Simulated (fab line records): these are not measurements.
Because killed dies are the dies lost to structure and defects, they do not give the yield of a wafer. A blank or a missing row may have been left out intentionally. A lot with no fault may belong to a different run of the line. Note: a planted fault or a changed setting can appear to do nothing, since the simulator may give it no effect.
Split-lot experiment :: flow n5_finfet :: on a route of 1938 steps: 7 lots, 39 wafers read

## THE SPLIT
At N5_FIN_SAQP_ETCH_65 (etches SiO2 in CF4, target depth 4 nm, time 4.4 s), the setting time_s was moved away from the recipe's 4.4 s on 15 of the 39 wafers read, by -20.6% to +23.3%. All remaining wafers had this setting at the recipe value.

Reading taken at the split's own step.

## THE READING
etch.depth_nm (the simulator's own value, which no gauge read), in nm, at N5_FIN_SAQP_ETCH_65 (etches SiO2 in CF4, target depth 4 nm, time 4.4 s). The file gives no usual value for it. Average 3.969 nm, standard deviation 0.096 nm, over the 24 wafers here run with the recipe.

wafer: L074.1
tool, chamber at the split: rie_si-04, 0
time_s as run, s: 4.4
against the recipe: recipe
etch.depth_nm, nm: 4.16
against lot-mates on the recipe: -

wafer: L074.4
tool, chamber at the split: rie_si-04, 3
time_s as run, s: 4.4
against the recipe: recipe
etch.depth_nm, nm: 4.111
against lot-mates on the recipe: -

wafer: L074.5
tool, chamber at the split: rie_si-04, 3
time_s as run, s: 4.4
against the recipe: recipe
etch.depth_nm, nm: 4.077
against lot-mates on the recipe: -

wafer: L076.1
tool, chamber at the split: rie_si-01, 1
time_s as run, s: 4.4
against the recipe: recipe
etch.depth_nm, nm: 3.973
against lot-mates on the recipe: -

wafer: L076.2
tool, chamber at the split: rie_si-01, 2
time_s as run, s: 4.4
against the recipe: recipe
etch.depth_nm, nm: 4.029
against lot-mates on the recipe: -

wafer: L076.3
tool, chamber at the split: rie_si-01, 0
time_s as run, s: 4.4
against the recipe: recipe
etch.depth_nm, nm: 3.815
against lot-mates on the recipe: -

wafer: L076.4
tool, chamber at the split: rie_si-01, 3
time_s as run, s: 4.4
against the recipe: recipe
etch.depth_nm, nm: 3.878
against lot-mates on the recipe: -

wafer: L076.5
tool, chamber at the split: rie_si-01, 2
time_s as run, s: 4.4
against the recipe: recipe
etch.depth_nm, nm: 4.008
against lot-mates on the recipe: -

wafer: L076.6
tool, chamber at the split: rie_si-01, 1
time_s as run, s: 4.4
against the recipe: recipe
etch.depth_nm, nm: 3.967
against lot-mates on the recipe: -

wafer: L077.1
tool, chamber at the split: rie_si-05, 2
time_s as run, s: 4.4
against the recipe: recipe
etch.depth_nm, nm: 4.034
against lot-mates on the recipe: -

wafer: L077.2
tool, chamber at the split: rie_si-05, 0
time_s as run, s: 5.426
against the recipe: +23.3%
etch.depth_nm, nm: 5.05
against lot-mates on the recipe: +1.037

wafer: L077.3
tool, chamber at the split: rie_si-05, 3
time_s as run, s: 5.426
against the recipe: +23.3%
etch.depth_nm, nm: 4.717
against lot-mates on the recipe: +0.704

wafer: L077.4
tool, chamber at the split: rie_si-05, 1
time_s as run, s: 5.426
against the recipe: +23.3%
etch.depth_nm, nm: 4.904
against lot-mates on the recipe: +0.891

wafer: L077.5
tool, chamber at the split: rie_si-05, 2
time_s as run, s: 4.4
against the recipe: recipe
etch.depth_nm, nm: 4.048
against lot-mates on the recipe: -

wafer: L077.6
tool, chamber at the split: rie_si-05, 1
time_s as run, s: 4.4
against the recipe: recipe
etch.depth_nm, nm: 3.956
against lot-mates on the recipe: -

wafer: L079.1
tool, chamber at the split: rie_si-01, 0
time_s as run, s: 4.4
against the recipe: recipe
etch.depth_nm, nm: 3.821
against lot-mates on the recipe: -

wafer: L079.2
tool, chamber at the split: rie_si-01, 2
time_s as run, s: 3.527
against the recipe: -19.8%
etch.depth_nm, nm: 3.229
against lot-mates on the recipe: -0.669

wafer: L079.3
tool, chamber at the split: rie_si-01, 1
time_s as run, s: 4.4
against the recipe: recipe
etch.depth_nm, nm: 3.96
against lot-mates on the recipe: -

wafer: L079.4
tool, chamber at the split: rie_si-01, 3
time_s as run, s: 4.4
against the recipe: recipe
etch.depth_nm, nm: 3.914
against lot-mates on the recipe: -

wafer: L079.5
tool, chamber at the split: rie_si-01, 0
time_s as run, s: 3.527
against the recipe: -19.8%
etch.depth_nm, nm: 3.072
against lot-mates on the recipe: -0.826

wafer: L079.6
tool, chamber at the split: rie_si-01, 3
time_s as run, s: 3.527
against the recipe: -19.8%
etch.depth_nm, nm: 3.129
against lot-mates on the recipe: -0.769

wafer: L081.1
tool, chamber at the split: rie_si-05, 2
time_s as run, s: 3.494
against the recipe: -20.6%
etch.depth_nm, nm: 3.259
against lot-mates on the recipe: -0.698

wafer: L081.2
tool, chamber at the split: rie_si-05, 0
time_s as run, s: 3.494
against the recipe: -20.6%
etch.depth_nm, nm: 3.279
against lot-mates on the recipe: -0.678

wafer: L081.3
tool, chamber at the split: rie_si-05, 3
time_s as run, s: 4.4
against the recipe: recipe
etch.depth_nm, nm: 3.862
against lot-mates on the recipe: -

wafer: L081.4
tool, chamber at the split: rie_si-05, 1
time_s as run, s: 4.4
against the recipe: recipe
etch.depth_nm, nm: 4.015
against lot-mates on the recipe: -

wafer: L081.5
tool, chamber at the split: rie_si-05, 2
time_s as run, s: 3.494
against the recipe: -20.6%
etch.depth_nm, nm: 3.266
against lot-mates on the recipe: -0.691

wafer: L081.6
tool, chamber at the split: rie_si-05, 1
time_s as run, s: 4.4
against the recipe: recipe
etch.depth_nm, nm: 3.995
against lot-mates on the recipe: -

wafer: L088.1
tool, chamber at the split: rie_si-05, 3
time_s as run, s: 4.4
against the recipe: recipe
etch.depth_nm, nm: 3.832
against lot-mates on the recipe: -

wafer: L088.2
tool, chamber at the split: rie_si-05, 1
time_s as run, s: 4.4
against the recipe: recipe
etch.depth_nm, nm: 3.94
against lot-mates on the recipe: -

wafer: L088.3
tool, chamber at the split: rie_si-05, 2
time_s as run, s: 5.227
against the recipe: +18.8%
etch.depth_nm, nm: 4.8
against lot-mates on the recipe: +0.851

wafer: L088.4
tool, chamber at the split: rie_si-05, 0
time_s as run, s: 4.4
against the recipe: recipe
etch.depth_nm, nm: 4.075
against lot-mates on the recipe: -

wafer: L088.5
tool, chamber at the split: rie_si-05, 0
time_s as run, s: 5.227
against the recipe: +18.8%
etch.depth_nm, nm: 4.839
against lot-mates on the recipe: +0.890

wafer: L088.6
tool, chamber at the split: rie_si-05, 3
time_s as run, s: 5.227
against the recipe: +18.8%
etch.depth_nm, nm: 4.566
against lot-mates on the recipe: +0.617

wafer: L091.1
tool, chamber at the split: rie_si-05, 1
time_s as run, s: 4.4
against the recipe: recipe
etch.depth_nm, nm: 3.952
against lot-mates on the recipe: -

wafer: L091.2
tool, chamber at the split: rie_si-05, 3
time_s as run, s: 3.737
against the recipe: -15.1%
etch.depth_nm, nm: 3.249
against lot-mates on the recipe: -0.680

wafer: L091.3
tool, chamber at the split: rie_si-05, 2
time_s as run, s: 4.4
against the recipe: recipe
etch.depth_nm, nm: 4.04
against lot-mates on the recipe: -

wafer: L091.4
tool, chamber at the split: rie_si-05, 0
time_s as run, s: 3.737
against the recipe: -15.1%
etch.depth_nm, nm: 3.457
against lot-mates on the recipe: -0.472

wafer: L091.5
tool, chamber at the split: rie_si-05, 3
time_s as run, s: 4.4
against the recipe: recipe
etch.depth_nm, nm: 3.795
against lot-mates on the recipe: -

wafer: L091.6
tool, chamber at the split: rie_si-05, 2
time_s as run, s: 3.737
against the recipe: -15.1%
etch.depth_nm, nm: 3.451
against lot-mates on the recipe: -0.478

FIT RESULTS
A straight line over all 39 wafers: etch.depth_nm changes by +0.0389 nm for each +1% of time_s; r = +0.98; the points scatter about the line by 0.1 nm.
The same after taking each lot's own level away (the mean of its wafers on the recipe; 39 wafers): +0.0375 nm for each +1%; r = +0.98; scatter 0.09 nm.
That fit puts the effect of the largest move of time_s on the reading at 0.87 nm.
Measured against the standard deviation above, the lots' own levels, which go from 3.8983 to 4.1160 nm, span 2.3 times it.
The two slopes agree, so the slope changes little with the lot-to-lot level.
Check: with one of the wafers moved furthest among these (+23.3%) left out of the fit, the line predicts +0.866 nm for it against its lot-mates. Against them it came out at +1.04 nm.

## FILE'S OWN FIT
etch.depth_nm changes by +0.0374 nm for each +1% of time_s, r = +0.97.
